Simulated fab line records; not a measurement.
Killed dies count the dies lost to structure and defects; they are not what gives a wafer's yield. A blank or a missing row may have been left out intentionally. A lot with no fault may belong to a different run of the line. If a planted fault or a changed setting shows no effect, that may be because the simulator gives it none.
A struck lot beside a sound one ; flow nandHarc ; 14 out of 1302 route steps
Sound: these wafers, L785.4, L785.5, L785.6. Struck: wafers L794.2, L794.4. The cause is given at the end.
For every step that has rows: the tool of each side, followed by ch and its chambers, followed by its first start. Under that, the readings that differ: sound wafers ; struck wafers ; difference of the means ; sigmas: that difference in standard deviations of wafers without a fault.
alike: words and numbers the same on both sides, and readings whose means are apart by under 2 such deviations; not compared: readings that were withheld, readings missing a value for some wafer, numbers with overlapping values and no deviation given by the record, and bounds like >300 which may hide the same value.
A row with sigmas, a row that says differs or no value, or rows on one side alone: a step with any of these is where the two part. Numbers that don't overlap but have no deviation are shown without sigmas and don't part them. A reading missing from all wafers of one side parts the sides only when that side holds two or more wafers.

NHARC_A_WL_FILL_CVD_03: deposits W, target thk 40 nm, time 279 s.
  sound on cvdW-01 ch 0,1, day 24 21:31; struck on cvdW-01 ch 0,1, day 27 19:07
  alike: heaterPowerW, mfcArSccm, throttleValvePct
then, 2 steps without rows for these wafers: NHARC_A_WL_FILL_ETCHBACK_04 (etches the open film in NF3, target depth 60 nm, time 120 s); NHARC_A_WL_FILL_ETCHBACK_05 (etches the open film in Cl2/BCl3, target depth 22 nm, time 60 s).
NHARC_A_WL_FILL_STRIP_27: strips in N2/H2, time 20 s.
  sound on plasmaAsher-02 ch 0,1, day 24 22:27; struck on plasmaAsher-01 ch 0, day 27 19:54
  alike: drypumpMotorCurrentA, heaterPowerW
  not compared: rfHoursCounterH
then, 4 steps without rows for these wafers: NHARC_A_WL_FILL_STRIP_28 (strips in post etch residue remover, time 1200 s); NHARC_A_WL_FILL_PRECLEAN_06 (cleans in DIW, time 300 s); NHARC_A_WL_FILL_SRD_07; NHARC_A_WL_FILL_ANNEAL_08 (time 1800 s).
NHARC_A_WL_FILL_ALD_10: deposits SiO2, target thk 50 nm, pulse time 10 s, ald cycles 500.
  sound on aldHk-04 ch 0,1,3, day 25 09:06; struck on aldHk-04 ch 0,1, day 28 00:47
  alike: heaterPowerW, precursorPulseHeightRel
NHARC_A_WL_FILL_ETCHBACK_16: etches the open film in C4F8/O2/Ar, target depth 120 nm, time 24 s.
  sound on rieDiel-11 ch 1,2; struck on rieDiel-01 ch 0,3
reading;sound;struck;difference;sigmas
oesProductAu (a.u.);0.933 0.923 0.946;1.002 0.988;+0.061;+3
  alike: biasW, rfVppV, runLengthS
  not compared: rfHoursCounterH
NHARC_A_WL_FILL_STRIP_29: strips in O2, time 20 s.
  sound on rieDiel-11 ch 0,1,2, day 25 12:52; struck on rieDiel-01 ch 2,3, day 28 05:31
reading;sound;struck;difference;sigmas
oesProductAu (a.u.);1.002 1.022 1.030;1.001 0.985;-0.025;-2
throttleValvePct (%);17.044 17.055 17.050;17.021 17.040;-0.019;-2
  alike: drypumpMotorCurrentA, mfcArSccm, rfVppV, showerheadPlenumPTorr
  not compared: rfHoursCounterH
NHARC_A_WL_FILL_ETCHBACK_17: etches the open film in Cl2/BCl3, target depth 4 nm, time 26.7 s.
  sound on rieMetal-01 ch 0,1, day 25 12:59; struck on rieMetal-01 ch 0,1, day 28 05:37
reading;sound;struck;difference;sigmas
oesProductAu (a.u.);1.011 1.010 1.021;0.998 0.989;-0.020;-2
runLengthS (s);48.5 48.2 48.1;40.2 40.4;-8.0;-21
  alike: drypumpMotorCurrentA
  not compared: rfHoursCounterH
then, 1 step without rows for these wafers: NHARC_A_WL_FILL_PRECLEAN_18 (cleans in dHF, time 30 s).
-- break in the record here, with 4 days between the starts of the struck wafers on either side (left off in module A_WL_FILL, picked up again in module END, where the first step shown is number 1302 on the route) --
NHARC_END_SORT_01:
  sound on prober-02 ch 0, day 29 20:30; struck on prober-02 ch 0, day 31 22:00
  alike: killedAtArray, killedAtOther, killedAtPeriphery, killedDies, killedOpen, killedShort

## WHERE THEY PART
First at NHARC_A_WL_FILL_ETCHBACK_16; last, within this record, at NHARC_A_WL_FILL_ETCHBACK_17. Later steps at which nothing parts them and some readings are alike: NHARC_END_SORT_01.

WHY: whatever the simulator had introduced
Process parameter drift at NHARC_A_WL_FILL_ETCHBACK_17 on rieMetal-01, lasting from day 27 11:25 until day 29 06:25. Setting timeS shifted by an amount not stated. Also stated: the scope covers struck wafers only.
